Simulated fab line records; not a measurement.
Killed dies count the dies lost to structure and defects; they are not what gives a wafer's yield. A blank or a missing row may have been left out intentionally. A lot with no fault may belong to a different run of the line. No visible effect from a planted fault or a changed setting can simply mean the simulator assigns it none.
Matching of chambers || flow nand-harc || NHARC_A_CONTACT_ETCH_102 on rie-diel-11: 4 sister chambers
The step etches the open film in CF4/O2, target depth 70 nm, overetch 7 nm, time 38.5 s. 8 wafers are shown with their chamber, then 7 later ones without.

WAFERS PAIRED WITH THEIR CHAMBERS
{"wafer": "L075.4", "chamber": 2, "showerhead-plenum-p-Torr (Torr)": 1.45, "oes-product-au (a.u.)": 1.010}
{"wafer": "L087.1", "chamber": 0, "showerhead-plenum-p-Torr (Torr)": 1.34, "oes-product-au (a.u.)": 1.017}
{"wafer": "L087.3", "chamber": 2, "showerhead-plenum-p-Torr (Torr)": 1.44, "oes-product-au (a.u.)": 1.016}
{"wafer": "L085.3", "chamber": 1, "showerhead-plenum-p-Torr (Torr)": 1.38, "oes-product-au (a.u.)": 0.984}
{"wafer": "L085.4", "chamber": 3, "showerhead-plenum-p-Torr (Torr)": 1.36, "oes-product-au (a.u.)": 1.015}
{"wafer": "L085.6", "chamber": 1, "showerhead-plenum-p-Torr (Torr)": 1.38, "oes-product-au (a.u.)": 0.975}
{"wafer": "L086.2", "chamber": 0, "showerhead-plenum-p-Torr (Torr)": 1.34, "oes-product-au (a.u.)": 1.014}
{"wafer": "L086.3", "chamber": 3, "showerhead-plenum-p-Torr (Torr)": 1.36, "oes-product-au (a.u.)": 1.020}

WAFERS MISSING THEIR CHAMBER
{"wafer": "L086.4", "showerhead-plenum-p-Torr (Torr)": 1.44, "oes-product-au (a.u.)": 1.028}
{"wafer": "L089.1", "showerhead-plenum-p-Torr (Torr)": 1.34, "oes-product-au (a.u.)": 1.007}
{"wafer": "L089.2", "showerhead-plenum-p-Torr (Torr)": 1.36, "oes-product-au (a.u.)": 1.025}
{"wafer": "L089.5", "showerhead-plenum-p-Torr (Torr)": 1.36, "oes-product-au (a.u.)": 1.019}
{"wafer": "L094.1", "showerhead-plenum-p-Torr (Torr)": 1.34, "oes-product-au (a.u.)": 1.005}
{"wafer": "L094.4", "showerhead-plenum-p-Torr (Torr)": 1.44, "oes-product-au (a.u.)": 1.018}
{"wafer": "L094.6", "showerhead-plenum-p-Torr (Torr)": 1.35, "oes-product-au (a.u.)": 1.014}

WHICH CHAMBER EACH WENT THROUGH
{"wafer": "L086.4", "from the rows above": 2, "in truth": 2}
{"wafer": "L089.1", "from the rows above": 0, "in truth": 0}
{"wafer": "L089.2", "from the rows above": 3, "in truth": 3}
{"wafer": "L089.5", "from the rows above": 3, "in truth": 3}
{"wafer": "L094.1", "from the rows above": 0, "in truth": 0}
{"wafer": "L094.4", "from the rows above": 2, "in truth": 2}
{"wafer": "L094.6", "from the rows above": "can't be placed: 0 or 3", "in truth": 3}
6 of 7 placed correctly. These rows do not allow placing 1 (true chamber among the candidates in 1). Placed wrongly: 0.
How it was worked out, from the rows above alone: a wafer's distance from a chamber is the root of the sum, over the readings, of the square of ((its reading less the chamber's mean) divided by the reading's scatter). The wafer belongs to the nearest chamber; if the next one is less than 2 further off, it can't be placed. Each chamber's mean is taken over the wafers shown for it. The scatter is the square root of a quotient: the sum, over the shown wafers, of each reading's squared deviation from its chamber's mean, divided by wafers minus chambers.
